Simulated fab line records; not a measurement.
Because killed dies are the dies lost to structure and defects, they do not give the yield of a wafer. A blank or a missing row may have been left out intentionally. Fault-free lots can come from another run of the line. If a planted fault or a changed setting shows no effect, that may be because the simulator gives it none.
fab line records	flow nand_harc
record lots=12	wafers=36	last_day=25
route steps=1159 shown P_ZERO_WELL@46 P_STI@84 P_GATE@119 END@1159
lots that met no fault: taken from a fault-free run of the same line
start_h: hours from the record's first day to the start of the lot's first wafer shown	wait_h: hours since the lot's step before	" unchanged from the row above	L1.1+2: a row that stands for several wafers	- either no value or no given start	* or withheld: withheld	< > ~ a bound
route shown NAME@n: a module of which the file shows steps, and the number in the route of the first	usual: mean/standard deviation of fault-free wafers	same: alike in all rows	chamber/n: place in a boat	sites: the reading at each site	_std_site: standard deviation across them	_edge_site: the outer-site mean with the inner-site mean subtracted	radius_mm: how far each site lies from the wafer's centre	mask NAME#n: copy n	behind: the most recent tool/chamber to have shaped the wafer	hold: why the lot went on hold/how many hours it stayed there/how the hold came to an end	device: whichever transistor did not switch (one of n, p or np)	end of line: the tests these same wafers got at the end of their route	a step without rows: its recipe alone	killed: dies lost to structure and defects at the first sort, not the wafer's yield	map: per-die view of a wafer (x killed, . not killed, _ where there is no die)
set.NAME: the setting the step ran with; set.NAME@STEP: the setting that earlier step ran with	model.NAME: the simulator's own value behind a step, which no gauge read
a sample of lots followed through the steps of the route, with each step as a table and each wafer as a row
services: a tool's chamber out of use, with start hour (start_h, from the record's first day; less than 0 if before it), hours out, and reason
## steps
# step NHARC_P_ZERO_WELL_DESCUM_39
# recipe time_s=3	o2_flow_sccm=200	ar_flow_sccm=0	bias_power_w=0	chemistry=O2
# usual chamber_pressure_mTorr=60.00/0.054	drypump_motor_current_A=5.74/0.27	o2_flow_sccm=200.0/0.56	oes_product_au=1.001/0.013	rf_vpp_V=57.9/0.86	showerhead_plenum_p_Torr=1.94/0.069	throttle_valve_pct=11.311/0.0086
lot.wafer	tool	chamber	start_h	wait_h	chamber_pressure_mTorr	drypump_motor_current_A	o2_flow_sccm	oes_product_au	rf_hours_counter_h	rf_vpp_V	showerhead_plenum_p_Torr	throttle_valve_pct
L161.2	rie_diel-13	2	16.07	-	60.01	5.36	200.0	1.022	5	58.6	1.99	11.309
L161.3	"	0	"	"	59.98	5.85	199.9	1.006	5	57.4	1.96	11.303
L161.1	"	1	"	"	59.96	5.59	199.6	0.989	5	57.9	1.89	11.317
L162.2	rie_diel-13	1	22.65	-	59.98	5.64	201.0	1.003	5	57.8	1.90	11.314
L162.3	"	2	"	"	60.09	5.39	200.1	1.032	5	56.5	1.99	11.325
L162.4	"	0	"	"	60.08	5.80	199.6	1.000	-	58.5	1.96	11.322
L163.2	rie_diel-13	2	28.31	-	60.02	5.39	200.5	1.025	6	57.0	1.99	11.312
L163.6	"	3	"	"	60.01	6.03	200.6	0.975	-	56.9	1.90	11.314
L163.5	"	0	"	"	59.88	5.85	200.4	1.012	-	58.7	1.96	11.310
L164.3	rie_diel-13	1	34.28	-	59.97	5.61	200.7	0.991	6	57.9	1.89	11.318
L164.1	"	3	"	"	60.03	6.02	200.8	0.976	6	57.7	1.90	11.321
L164.4	"	0	"	"	60.01	5.88	199.9	1.000	5	55.4	1.96	11.313
L168.1	rie_diel-12	1	58.39	-	59.99	6.19	199.9	1.012	1	58.4	1.81	11.321
L168.2	"	2	"	"	60.05	6.13	199.9	1.008	1	58.7	1.91	11.312
L168.5	"	2	"	"	59.97	6.15	200.5	1.007	-	57.6	1.91	11.312
L177.1	rie_diel-12	2	112.30	-	60.04	6.12	199.9	1.008	6	57.2	1.91	11.298
L177.4	"	3	"	"	59.88	5.60	200.4	1.036	7	58.2	2.00	11.316
L177.6	"	1	"	"	60.11	6.20	198.8	1.015	-	59.6	1.80	11.306
L178.2	rie_diel-09	3	118.35	-	60.12	5.84	200.5	0.997	2	57.5	1.95	11.314
L178.1	"	0	"	"	60.00	5.50	199.8	0.985	2	56.4	1.80	11.329
L178.3	"	1	"	"	60.04	5.73	200.2	1.005	2	59.8	2.00	11.303
L180.1	rie_diel-13	2	130.38	-	59.93	5.38	199.3	1.001	1	58.3	1.99	11.310
L180.3	"	3	"	"	59.99	6.03	199.8	1.003	1	56.0	1.90	11.311
L180.6	"	1	"	"	60.02	5.63	199.3	1.007	-	58.9	1.89	11.310
L181.2	rie_diel-13	2	136.48	-	60.02	5.38	199.0	0.991	1	57.3	1.99	11.311
L181.4	"	3	"	"	60.00	6.03	199.8	0.993	1	59.0	1.90	11.316
L181.5	"	2	"	"	59.98	5.37	200.0	0.990	-	59.6	1.99	11.307
L182.3	rie_diel-09	1	142.28	-	59.88	5.73	200.0	1.016	4	58.6	2.00	11.311
L182.4	"	2	"	"	59.98	6.07	199.5	0.997	4	57.2	2.00	11.320
L182.5	"	1	"	"	59.99	5.76	199.3	1.007	-	59.0	2.00	11.315
L183.2	rie_diel-13	2	148.27	-	59.94	5.37	199.6	0.986	2	58.1	1.99	11.305
L183.1	"	0	"	"	59.96	5.85	200.1	0.980	2	57.6	1.96	11.321
L183.6	"	2	"	"	60.01	5.38	200.3	0.997	-	58.4	1.99	11.299
L184.3	rie_diel-09	1	154.27	-	60.01	5.78	199.1	0.995	5	56.6	2.00	11.312
L184.4	"	3	"	"	60.00	5.83	199.9	0.994	6	56.4	1.95	11.316
L184.6	"	1	"	"	60.01	5.78	198.5	1.004	-	58.4	2.00	11.314
# step NHARC_P_STI_OVL_MEAS_10
# usual overlay_x_nm=1/6.2	overlay_y_nm=-1/5.7
lot.wafer	tool	chamber	start_h	wait_h	overlay_x_nm	overlay_y_nm
L161.1	overlay-01	-	38.42	-	7	0
L161.2	"	-	"	"	7	0
L161.3	"	-	"	"	7	0
L162.2	overlay-02	-	38.59	-	-9	-2
L162.3	"	-	"	"	-9	-3
L162.4	"	-	"	"	-9	-2
L163.2	overlay-01	-	48.53	-	-5	6
L163.5	"	-	"	"	-5	5
L163.6	"	-	"	"	-5	6
L164.1	overlay-01	-	53.49	-	8	1
L164.3	"	-	"	"	7	0
L164.4	"	-	"	"	8	0
L168.1	overlay-02	-	78.92	-	-6	-5
L168.2	"	-	"	"	-6	-4
L168.5	"	-	"	"	-6	-4
L177.1	overlay-02	-	129.97	-	-3	-14
L177.4	"	-	"	"	-3	-15
L177.6	"	-	"	"	-3	-15
L178.1	overlay-01	-	137.27	-	-5	2
L178.2	"	-	"	"	-5	2
L178.3	"	-	"	"	-5	1
L180.1	overlay-01	-	149.00	-	5	4
L180.3	"	-	"	"	6	4
L180.6	"	-	"	"	5	3
L182.3	overlay-01	-	157.82	-	-7	10
L182.4	"	-	"	"	-8	10
L182.5	"	-	"	"	-8	10
L181.2	overlay-02	-	157.98	-	7	-1
L181.4	"	-	"	"	7	-1
L181.5	"	-	"	"	6	-2
L183.1	overlay-01	-	167.97	-	-4	-5
L183.2	"	-	"	"	-4	-5
L183.6	"	-	"	"	-4	-5
L184.3	overlay-02	-	174.70	-	0	-5
L184.4	"	-	"	"	0	-6
L184.6	"	-	"	"	0	-5
# step NHARC_P_GATE_EXPOSE_08
# recipe na=0.6	dose_mj=16.75	mask_id=P_HV
# same na=0.6
lot.wafer	tool	chamber	start_h	wait_h	mask
L162.2+3+4	krf_scanner-03	0	79.15	-	P_HV#0
L161.1+2+3	krf_scanner-01	0	79.31	-	P_HV#0
L163.2+5+6	krf_scanner-04	0	88.42	-	P_HV#0
L164.1+3+4	krf_scanner-03	0	92.40	-	P_HV#0
L168.1+2+5	krf_scanner-04	0	116.46	-	P_HVPW#0
L177.1+4+6	krf_scanner-04	0	167.51	-	P_HV#0
L178.1+2+3	krf_scanner-01	0	173.29	-	P_HV#0
L180.1+3+6	krf_scanner-03	0	189.95	-	P_HV#0
L182.3+4+5	krf_scanner-04	0	197.77	-	P_HV#0
L181.2+4+5	krf_scanner-01	0	197.93	-	P_HV#0
L183.1+2+6	krf_scanner-01	0	202.96	-	P_HV#0
L184.3+4+6	krf_scanner-03	0	213.57	-	P_HV#0
# step NHARC_P_GATE_CD_MEAS_11
# recipe target_cd_nm=1640	landing_energy_ev=500
# usual cd_nm=1640.7/2.4
lot.wafer	tool	chamber	start_h	wait_h	cd_nm
L162.2	cd_sem-03	0	79.31	-	1639.7
L162.3	"	0	"	"	1639.9
L162.4	"	0	"	"	1643.7
L161.1	cd_sem-03	0	79.47	-	1635.3
L161.2	"	0	"	"	1639.4
L161.3	"	0	"	"	1639.5
L163.2	cd_sem-02	0	88.58	-	1643.1
L163.5	"	0	"	"	1644.1
L163.6	"	0	"	"	1642.9
L164.1	cd_sem-01	0	92.55	-	1640.1
L164.3	"	0	"	"	1639.7
L164.4	"	0	"	"	1640.8
L168.1	cd_sem-02	0	116.62	-	-
L168.2	"	0	"	"	-
L168.5	"	0	"	"	-
L177.1	cd_sem-01	0	167.67	-	1636.5
L177.4	"	0	"	"	1636.9
L177.6	"	0	"	"	1637.0
L178.1	cd_sem-01	0	173.44	-	1640.3
L178.2	"	0	"	"	1640.8
L178.3	"	0	"	"	1637.1
L180.1	cd_sem-01	0	190.11	-	1642.0
L180.3	"	0	"	"	1643.0
L180.6	"	0	"	"	1640.1
L182.3	cd_sem-02	0	197.92	-	1639.9
L182.4	"	0	"	"	1637.9
L182.5	"	0	"	"	1639.7
L181.2	cd_sem-01	0	198.08	-	1642.1
L181.4	"	0	"	"	1645.0
L181.5	"	0	"	"	1642.2
L183.1	cd_sem-01	0	203.12	-	1640.8
L183.2	"	0	"	"	1637.0
L183.6	"	0	"	"	1639.2
L184.3	cd_sem-01	0	213.72	-	1638.3
L184.4	"	0	"	"	1639.1
L184.6	"	0	"	"	1642.4
# step NHARC_P_GATE_STRIP_111
# recipe power_w=1500	temp_c=110	time_s=250	chemistry=N2/H2
# usual drypump_motor_current_A=5.8/0.38	heater_power_w=80.4/1.4	rf_refl_power_W=18.1/1.8
lot.wafer	tool	chamber	start_h	wait_h	drypump_motor_current_A	heater_power_w	rf_hours_counter_h	rf_refl_power_W
L161.1	plasma_asher-02	0	107.55	0.9	6.3	80.3	32	20.2
L161.2	"	1	"	"	5.3	78.5	32	18.3
L161.3	"	0	"	"	6.3	80.0	-	20.1
L162.2	plasma_asher-02	0	107.97	0.9	6.3	77.0	32	19.0
L162.4	"	1	"	"	5.3	79.4	-	19.5
L162.3	"	0	"	"	6.3	79.5	-	19.8
L163.2	plasma_asher-02	1	115.57	0.5	5.3	80.2	40	20.3
L163.6	"	1	"	"	5.3	79.3	-	18.8
L163.5	"	0	"	"	6.3	79.0	-	19.6
L164.1	plasma_asher-02	0	118.65	0.2	6.3	79.3	41	20.5
L164.3	"	0	"	"	6.3	79.9	-	20.8
L164.4	"	1	"	"	5.3	80.7	-	19.9
L168.1	plasma_asher-01	0	144.10	0.2	5.9	79.1	8	16.8
L168.2	"	1	"	"	5.5	79.9	8	16.9
L168.5	"	1	"	"	5.5	82.1	-	17.0
L177.1	plasma_asher-02	1	198.26	0.2	5.3	79.3	1	19.2
L177.4	"	0	"	"	6.3	82.9	-	19.8
L177.6	"	0	"	"	6.3	80.4	-	20.2
L178.2	plasma_asher-02	1	205.24	0.2	5.3	79.2	4	19.9
L178.1	"	0	"	"	6.3	81.9	4	20.7
L178.3	"	1	"	"	5.3	79.1	-	20.0
L180.1	plasma_asher-01	0	216.99	0.2	5.9	80.2	35	16.5
L180.3	"	0	"	"	5.9	79.1	-	16.8
L180.6	"	0	"	"	5.9	81.3	-	16.1
L181.2	plasma_asher-01	1	224.34	0.2	5.5	81.8	37	16.2
L181.4	"	1	"	"	5.5	78.1	-	16.3
L181.5	"	1	"	"	5.5	81.4	-	16.4
L182.4	plasma_asher-02	0	224.86	0.2	6.3	82.2	-	21.3
L182.3	"	1	"	"	5.3	79.2	-	18.8
L182.5	"	1	"	"	5.3	78.7	-	20.7
L183.2	plasma_asher-01	0	229.80	0.2	5.9	79.4	39	17.3
L183.1	"	1	"	"	5.5	82.3	39	16.7
L183.6	"	1	"	"	5.5	81.8	-	15.8
L184.4	plasma_asher-02	0	241.13	0.2	6.3	82.7	-	20.3
L184.3	"	1	"	"	5.3	80.4	-	18.8
L184.6	"	1	"	"	5.3	80.3	-	19.3
# step NHARC_END_SORT_01
# recipe temp_c=25
# usual killed_at_array=26/9.1	killed_at_other=0.7/0.9	killed_at_periphery=3.6/2.8	killed_dies=30/9.2	killed_open=3.0/1.9	killed_short=2.0/1.4
# same gross_dies=677
lot.wafer	tool	chamber	start_h	wait_h	killed_at_array	killed_at_other	killed_at_periphery	killed_dies	killed_open	killed_short
L168.1	prober-02	0	481.72	2.5	23	1	653	677	4	3
L168.2	prober-02	0	482.52	2.8	21	3	653	677	3	0
L168.5	prober-02	0	484.94	3.7	23	5	649	677	3	2
# killed by level:class
L168.1 P_GATE:area_expose=651 A_CHANNEL_HOLE_D1:chamber_film_flake=13 A_CONTACT:chamber_film_flake=2 P_GATE:geometric_particle:open=1 A_ONON_D1:geometric_particle:short=1 A_ONON_D1:geometric_particle:open=1 A_WL_FILL:geometric_particle:short=1 A_CONTACT:geometric_particle:short=1
L168.2 P_GATE:area_expose=652 A_CHANNEL_HOLE_D1:chamber_film_flake=12 A_CONTACT:chamber_film_flake=3 THIN_TSV:chamber_film_flake=3 A_STAIRCASE:chamber_film_flake=2 P_CONTACT:geometric_particle:open=1 A_BLC:geometric_particle:open=1 A_M0:geometric_particle:open=1
L168.5 P_GATE:area_expose=643 A_CHANNEL_HOLE_D1:chamber_film_flake=13 P_STI:chamber_film_flake=5 THIN_TSV:chamber_film_flake=5 A_STAIRCASE:chamber_film_flake=4 A_WL_FILL:geometric_particle:open=2 A_CHANNEL_FILL_D1:geometric_particle:short=1 A_WL_FILL:geometric_particle:short=1
## services
tool	chamber	start_h	hours	kind
krf_scanner-03	-	-4.00	4.0	pm
plasma_asher-01	-	1.20	2.8	repair
plasma_asher-02	-	6.00	9.0	pm
rie_diel-13	3	13.17	9.5	repair
krf_scanner-03	-	15.39	2.3	repair
plasma_asher-02	-	57.53	1.1	repair
rie_diel-13	-	66.27	0.5	repair
rie_diel-13	0	78.33	13.2	repair
krf_scanner-01	-	84.00	4.0	pm
plasma_asher-01	-	98.71	8.9	repair
rie_diel-13	-	99.00	9.0	pm
plasma_asher-01	-	116.96	1.7	repair
krf_scanner-04	-	126.00	4.0	pm
krf_scanner-01	-	133.51	0.7	repair
krf_scanner-03	-	133.60	0.2	repair
krf_scanner-01	-	135.99	4.1	repair
krf_scanner-01	-	150.96	0.6	repair
krf_scanner-01	-	161.36	2.8	repair
krf_scanner-03	-	168.00	4.0	pm
krf_scanner-04	-	182.24	1.3	repair
plasma_asher-02	-	183.00	9.0	pm
rie_diel-13	1	214.15	9.8	repair
rie_diel-13	3	215.28	4.5	repair
krf_scanner-03	-	227.00	0.2	repair
## key
first_sign step=NHARC_P_GATE_EXPOSE_08	reading=mask	direction=changed
effect step=NHARC_P_GATE_CD_MEAS_11	reading=cd_nm	direction=missing
effect step=NHARC_END_SORT_01	reading=killed_at_periphery	direction=up	sigmas=99+	usual=3.6	struck=651.7
more_kills_born_at NHARC_P_GATE_EXPOSE_08@krf_scanner-04=1946
met_at NHARC_P_GATE_EXPOSE_08
struck_lots L168
later_rows_left_out L168.1,L168.2,L168.5
tester_left_out L168
not_acting_at NHARC_P_ZERO_WELL_DESCUM_39,NHARC_P_STI_OVL_MEAS_10,NHARC_P_GATE_STRIP_111
onset_between 88.42 116.46
fault kind=wrong_mask	tool=any	chamber=-	onset_h=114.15	steps=NHARC_P_GATE_EXPOSE_08	aux_copy=P_HVPW#0	scope=struck_lots_only
# tester_left_out: of these lots the tester's yield and bins aren't shown, on N5 and GAA mostly nor the transistor test; their killed dies are dies lost to structure and defects alone, not to doping, threshold or leakage, so they don't give the yield
# later_rows_left_out: the simulator's readings of these wafers behind a module that went badly wrong aren't trusted and aren't shown, but for the sort
